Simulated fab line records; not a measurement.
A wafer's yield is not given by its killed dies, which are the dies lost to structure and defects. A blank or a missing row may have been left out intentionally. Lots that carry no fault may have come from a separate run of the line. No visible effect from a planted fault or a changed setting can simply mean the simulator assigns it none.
Lot-split experiment :: flow n5-finfet :: on a route of 1938 steps: 7 lots, 39 wafers read

== ABOUT THE SPLIT ==
At N5_PASSIVATION_PECVD_53 (deposits SiO2 from TEOS/O2, target thk 800 nm, time 169.4 s), the setting time-s was moved away from the recipe's 169.4 s on 15 of the 39 wafers read, by -56.9% to +48.9%. All remaining wafers had this setting at the recipe value.

The reading is taken at the split's own step.

== THE READING ==
SiO2_of_PASSIVATION_PECVD_53.thk-nm (the simulator's own value, which no gauge read), in nm, at N5_PASSIVATION_PECVD_53 (deposits SiO2 from TEOS/O2, target thk 800 nm, time 169.4 s). No usual value for it is given in the file. Across the 24 wafers here that went through the recipe, the average is 805.9 nm and the standard deviation 11 nm.

wafer: L081.1
tool, chamber at the split: pecvd-03, 0
time-s as run, s: 169.4
against the recipe: recipe
SiO2_of_PASSIVATION_PECVD_53.thk-nm, nm: 794.6
against lot-mates on the recipe: -

wafer: L081.2
tool, chamber at the split: pecvd-03, 2
time-s as run, s: 252.3
against the recipe: +48.9%
SiO2_of_PASSIVATION_PECVD_53.thk-nm, nm: 1176
against lot-mates on the recipe: +370.0

wafer: L081.3
tool, chamber at the split: pecvd-03, 1
time-s as run, s: 252.3
against the recipe: +48.9%
SiO2_of_PASSIVATION_PECVD_53.thk-nm, nm: 1178
against lot-mates on the recipe: +372.0

wafer: L081.4
tool, chamber at the split: pecvd-03, 1
time-s as run, s: 252.3
against the recipe: +48.9%
SiO2_of_PASSIVATION_PECVD_53.thk-nm, nm: 1215
against lot-mates on the recipe: +409.0

wafer: L081.5
tool, chamber at the split: pecvd-03, 2
time-s as run, s: 169.4
against the recipe: recipe
SiO2_of_PASSIVATION_PECVD_53.thk-nm, nm: 814.2
against lot-mates on the recipe: -

wafer: L081.6
tool, chamber at the split: pecvd-03, 0
time-s as run, s: 169.4
against the recipe: recipe
SiO2_of_PASSIVATION_PECVD_53.thk-nm, nm: 809.2
against lot-mates on the recipe: -

wafer: L084.4
tool, chamber at the split: pecvd-01, 2
time-s as run, s: 169.4
against the recipe: recipe
SiO2_of_PASSIVATION_PECVD_53.thk-nm, nm: 804
against lot-mates on the recipe: -

wafer: L084.5
tool, chamber at the split: pecvd-01, 1
time-s as run, s: 169.4
against the recipe: recipe
SiO2_of_PASSIVATION_PECVD_53.thk-nm, nm: 815.4
against lot-mates on the recipe: -

wafer: L084.6
tool, chamber at the split: pecvd-01, 0
time-s as run, s: 169.4
against the recipe: recipe
SiO2_of_PASSIVATION_PECVD_53.thk-nm, nm: 802.6
against lot-mates on the recipe: -

wafer: L085.1
tool, chamber at the split: pecvd-01, 1
time-s as run, s: 169.4
against the recipe: recipe
SiO2_of_PASSIVATION_PECVD_53.thk-nm, nm: 807.8
against lot-mates on the recipe: -

wafer: L085.2
tool, chamber at the split: pecvd-01, 2
time-s as run, s: 169.4
against the recipe: recipe
SiO2_of_PASSIVATION_PECVD_53.thk-nm, nm: 806.6
against lot-mates on the recipe: -

wafer: L085.3
tool, chamber at the split: pecvd-01, 0
time-s as run, s: 169.4
against the recipe: recipe
SiO2_of_PASSIVATION_PECVD_53.thk-nm, nm: 806.8
against lot-mates on the recipe: -

wafer: L085.4
tool, chamber at the split: pecvd-01, 0
time-s as run, s: 169.4
against the recipe: recipe
SiO2_of_PASSIVATION_PECVD_53.thk-nm, nm: 816.8
against lot-mates on the recipe: -

wafer: L085.5
tool, chamber at the split: pecvd-01, 1
time-s as run, s: 169.4
against the recipe: recipe
SiO2_of_PASSIVATION_PECVD_53.thk-nm, nm: 823.4
against lot-mates on the recipe: -

wafer: L085.6
tool, chamber at the split: pecvd-01, 2
time-s as run, s: 169.4
against the recipe: recipe
SiO2_of_PASSIVATION_PECVD_53.thk-nm, nm: 821.4
against lot-mates on the recipe: -

wafer: L090.1
tool, chamber at the split: pecvd-03, 0
time-s as run, s: 169.4
against the recipe: recipe
SiO2_of_PASSIVATION_PECVD_53.thk-nm, nm: 800.2
against lot-mates on the recipe: -

wafer: L090.2
tool, chamber at the split: pecvd-03, 1
time-s as run, s: 73.02
against the recipe: -56.9%
SiO2_of_PASSIVATION_PECVD_53.thk-nm, nm: 363.6
against lot-mates on the recipe: -448.9

wafer: L090.3
tool, chamber at the split: pecvd-03, 2
time-s as run, s: 73.02
against the recipe: -56.9%
SiO2_of_PASSIVATION_PECVD_53.thk-nm, nm: 363.2
against lot-mates on the recipe: -449.3

wafer: L090.4
tool, chamber at the split: pecvd-03, 0
time-s as run, s: 169.4
against the recipe: recipe
SiO2_of_PASSIVATION_PECVD_53.thk-nm, nm: 813.8
against lot-mates on the recipe: -

wafer: L090.5
tool, chamber at the split: pecvd-03, 2
time-s as run, s: 73.02
against the recipe: -56.9%
SiO2_of_PASSIVATION_PECVD_53.thk-nm, nm: 369.4
against lot-mates on the recipe: -443.1

wafer: L090.6
tool, chamber at the split: pecvd-03, 1
time-s as run, s: 169.4
against the recipe: recipe
SiO2_of_PASSIVATION_PECVD_53.thk-nm, nm: 823.4
against lot-mates on the recipe: -

wafer: L091.1
tool, chamber at the split: pecvd-04, 2
time-s as run, s: 238.3
against the recipe: +40.7%
SiO2_of_PASSIVATION_PECVD_53.thk-nm, nm: 1100
against lot-mates on the recipe: +311.1

wafer: L091.2
tool, chamber at the split: pecvd-04, 1
time-s as run, s: 169.4
against the recipe: recipe
SiO2_of_PASSIVATION_PECVD_53.thk-nm, nm: 783.4
against lot-mates on the recipe: -

wafer: L091.3
tool, chamber at the split: pecvd-04, 0
time-s as run, s: 169.4
against the recipe: recipe
SiO2_of_PASSIVATION_PECVD_53.thk-nm, nm: 784.4
against lot-mates on the recipe: -

wafer: L091.4
tool, chamber at the split: pecvd-04, 1
time-s as run, s: 238.3
against the recipe: +40.7%
SiO2_of_PASSIVATION_PECVD_53.thk-nm, nm: 1128
against lot-mates on the recipe: +339.1

wafer: L091.5
tool, chamber at the split: pecvd-04, 0
time-s as run, s: 169.4
against the recipe: recipe
SiO2_of_PASSIVATION_PECVD_53.thk-nm, nm: 798.8
against lot-mates on the recipe: -

wafer: L091.6
tool, chamber at the split: pecvd-04, 2
time-s as run, s: 238.3
against the recipe: +40.7%
SiO2_of_PASSIVATION_PECVD_53.thk-nm, nm: 1123
against lot-mates on the recipe: +334.1

wafer: L096.1
tool, chamber at the split: pecvd-03, 0
time-s as run, s: 169.4
against the recipe: recipe
SiO2_of_PASSIVATION_PECVD_53.thk-nm, nm: 789.2
against lot-mates on the recipe: -

wafer: L096.2
tool, chamber at the split: pecvd-03, 2
time-s as run, s: 169.4
against the recipe: recipe
SiO2_of_PASSIVATION_PECVD_53.thk-nm, nm: 798.8
against lot-mates on the recipe: -

wafer: L096.3
tool, chamber at the split: pecvd-03, 1
time-s as run, s: 134.9
against the recipe: -20.4%
SiO2_of_PASSIVATION_PECVD_53.thk-nm, nm: 652
against lot-mates on the recipe: -147.1

wafer: L096.4
tool, chamber at the split: pecvd-03, 2
time-s as run, s: 169.4
against the recipe: recipe
SiO2_of_PASSIVATION_PECVD_53.thk-nm, nm: 809.2
against lot-mates on the recipe: -

wafer: L096.5
tool, chamber at the split: pecvd-03, 0
time-s as run, s: 134.9
against the recipe: -20.4%
SiO2_of_PASSIVATION_PECVD_53.thk-nm, nm: 648
against lot-mates on the recipe: -151.1

wafer: L096.6
tool, chamber at the split: pecvd-03, 1
time-s as run, s: 134.9
against the recipe: -20.4%
SiO2_of_PASSIVATION_PECVD_53.thk-nm, nm: 657.4
against lot-mates on the recipe: -141.7

wafer: L097.1
tool, chamber at the split: pecvd-03, 2
time-s as run, s: 169.4
against the recipe: recipe
SiO2_of_PASSIVATION_PECVD_53.thk-nm, nm: 799
against lot-mates on the recipe: -

wafer: L097.2
tool, chamber at the split: pecvd-03, 0
time-s as run, s: 169.4
against the recipe: recipe
SiO2_of_PASSIVATION_PECVD_53.thk-nm, nm: 799.8
against lot-mates on the recipe: -

wafer: L097.3
tool, chamber at the split: pecvd-03, 2
time-s as run, s: 95.19
against the recipe: -43.8%
SiO2_of_PASSIVATION_PECVD_53.thk-nm, nm: 463.2
against lot-mates on the recipe: -343.0

wafer: L097.4
tool, chamber at the split: pecvd-03, 0
time-s as run, s: 169.4
against the recipe: recipe
SiO2_of_PASSIVATION_PECVD_53.thk-nm, nm: 819.8
against lot-mates on the recipe: -

wafer: L097.5
tool, chamber at the split: pecvd-03, 2
time-s as run, s: 95.19
against the recipe: -43.8%
SiO2_of_PASSIVATION_PECVD_53.thk-nm, nm: 471.6
against lot-mates on the recipe: -334.6

wafer: L097.6
tool, chamber at the split: pecvd-03, 0
time-s as run, s: 95.19
against the recipe: -43.8%
SiO2_of_PASSIVATION_PECVD_53.thk-nm, nm: 461.8
against lot-mates on the recipe: -344.4

FIT RESULTS
A straight line over all 39 wafers: SiO2_of_PASSIVATION_PECVD_53.thk-nm changes by +7.75 nm for each +1% of time-s; r = +1.00; the points scatter about the line by 11 nm.
The same after taking each lot's own level away (the mean of its wafers on the recipe; 39 wafers): +7.85 nm for each +1%; r = +1.00; scatter 10 nm.
On that fit, the largest move of time-s shifts the reading by 4.5e+02 nm.
Across the lots, their own levels run from 788.87 to 813.80 nm, a range of 2.2 times the standard deviation given above.
Hence the lot-to-lot level has little effect on the slope; both slopes agree.
Check: -444 nm against its lot-mates is what the line predicts for one of the wafers moved furthest among these (-56.9%) when that wafer is left out of the fit. It came out at -449 nm against them.

== THE WHOLE CHAIN: every reading that the file lists as answering this split, in the file's order ==
step: N5_PASSIVATION_PECVD_53
what it does: deposits SiO2 from TEOS/O2, target thk 800 nm, time 169.4 s
reading: SiO2_of_PASSIVATION_PECVD_53.thk-nm (the simulator's own value, which no gauge read)
change (the file's fit): +7.84 nm for each +1% of the setting
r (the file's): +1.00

step: N5_PASSIVATION_PROBE_49
what it does: 
reading: defect-limited-yield
change (the file's fit): not straight: 90.3 at the lowest setting, 91.7 at the recipe, 0 at the highest
r (the file's): not given

step: N5_PASSIVATION_PROBE_49
what it does: 
reading: killed-at-other
change (the file's fit): not straight: 5 at the lowest setting, 4.2 at the recipe, 1104.3 at the highest
r (the file's): not given

step: N5_PASSIVATION_PROBE_49
what it does: 
reading: killed-dies
change (the file's fit): not straight: 115 at the lowest setting, 98 at the recipe, 1180 at the highest
r (the file's): not given

step: N5_PASSIVATION_PROBE_49
what it does: 
reading: sort_bin_5_function
change (the file's fit): not straight: 5.7 at the lowest setting, 4.9 at the recipe, 97.5 at the highest
r (the file's): not given

== THE FILE'S OWN FIT ==
SiO2_of_PASSIVATION_PECVD_53.thk-nm changes by +7.84 nm for each +1% of time-s, r = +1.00.
